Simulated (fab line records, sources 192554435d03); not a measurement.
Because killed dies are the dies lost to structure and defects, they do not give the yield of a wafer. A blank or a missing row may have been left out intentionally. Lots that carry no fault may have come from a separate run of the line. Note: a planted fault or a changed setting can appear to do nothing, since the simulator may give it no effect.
Split-lot trial ; flow n5_finfet ; 21 wafers read from 7 lots, route of 1938 steps

== ABOUT THE SPLIT ==
At N5_BEOL_M8_COAT_22 (resist thk 30 nm), the setting spin_rpm was moved away from the recipe's 1500 rpm on 5 of the 21 wafers read, by -5.3% to +6.6%. All remaining wafers had this setting at the recipe value.

== FROM THE SPLIT TO THE READING: what the file shows between them, 2 steps ==
- N5_BEOL_M8_EBR_24
- N5_BEOL_M8_SOFTBAKE_23: time 60 s

== THE READING ==
CAR-EUV_of_BEOL_M8_COAT_22.thk_nm (the simulator's own value, which no gauge read), in nm, at N5_BEOL_M8_DESCUM_33 (chemistry O2, time 7 s). No usual value for it is given in the file. Here, 16 wafers ran the recipe; their average is 26.0 nm with a standard deviation of 0.11 nm.

wafer;tool, chamber at the split;spin_rpm as run, rpm;against the recipe;CAR-EUV_of_BEOL_M8_COAT_22.thk_nm, nm;against lot-mates on the recipe
L076.1;litho_track-05, 0;1500;recipe;26;-
L076.2;litho_track-05, 0;1500;recipe;26;-
L076.3;litho_track-05, 0;1500;recipe;26;-
L078.4;litho_track-03, 0;1500;recipe;26;-
L078.5;litho_track-03, 0;1500;recipe;26;-
L078.6;litho_track-03, 0;1500;recipe;26;-
L082.3;litho_track-05, 0;1587;+5.8%;25;-0.8
L082.5;litho_track-05, 0;1587;+5.8%;25;-0.8
L082.6;litho_track-05, 0;1500;recipe;25.8;-
L085.2;litho_track-02, 0;1500;recipe;26.2;-
L085.3;litho_track-02, 0;1500;recipe;26;-
L085.4;litho_track-02, 0;1599;+6.6%;25.2;-0.9
L086.2;litho_track-05, 0;1500;recipe;26;-
L086.5;litho_track-05, 0;1421;-5.3%;26.8;+0.8
L086.6;litho_track-05, 0;1421;-5.3%;26.8;+0.8
L089.1;litho_track-02, 0;1500;recipe;26.2;-
L089.2;litho_track-02, 0;1500;recipe;26.2;-
L089.4;litho_track-02, 0;1500;recipe;26.2;-
L091.1;litho_track-03, 0;1500;recipe;26;-
L091.3;litho_track-03, 0;1500;recipe;26;-
L091.4;litho_track-03, 0;1500;recipe;26;-

FIT RESULTS
A straight line over all 21 wafers: CAR-EUV_of_BEOL_M8_COAT_22.thk_nm changes by -0.153 nm for each +1% of spin_rpm; r = -0.97; the points scatter about the line by 0.12 nm.
The same after taking each lot's own level away (the mean of its wafers on the recipe; 21 wafers): -0.143 nm for each +1%; r = -1.00; scatter 0.037 nm.
That fit puts the effect of the largest move of spin_rpm on the reading at 0.94 nm.
Across the lots, their own levels run from 25.80 to 26.20 nm, a range of 3.8 times the standard deviation given above.
So the lot-to-lot level changes the slope little: the two slopes agree.
Check: for one of the wafers moved furthest among these (+6.6%), held out of the fit, the line's prediction against its lot-mates is -0.945 nm. It came out at -0.9 nm against them.

== THE WHOLE CHAIN: every reading that the file lists as answering this split, in the file's order ==
step;what it does;reading;change (the file's fit);r (the file's)
N5_BEOL_M8_COAT_22;resist thk 30 nm;CAR-EUV_of_BEOL_M8_COAT_22.thk_nm (the simulator's own value, which no gauge read);-0.147 nm for each +1% of the setting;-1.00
N5_BEOL_M8_DESCUM_33;chemistry O2, time 7 s;CAR-EUV_of_BEOL_M8_COAT_22.thk_nm (the simulator's own value, which no gauge read);-0.141 nm for each +1% of the setting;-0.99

== FILE'S OWN FIT ==
CAR-EUV_of_BEOL_M8_COAT_22.thk_nm changes by -0.141 nm for each +1% of spin_rpm, r = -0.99.
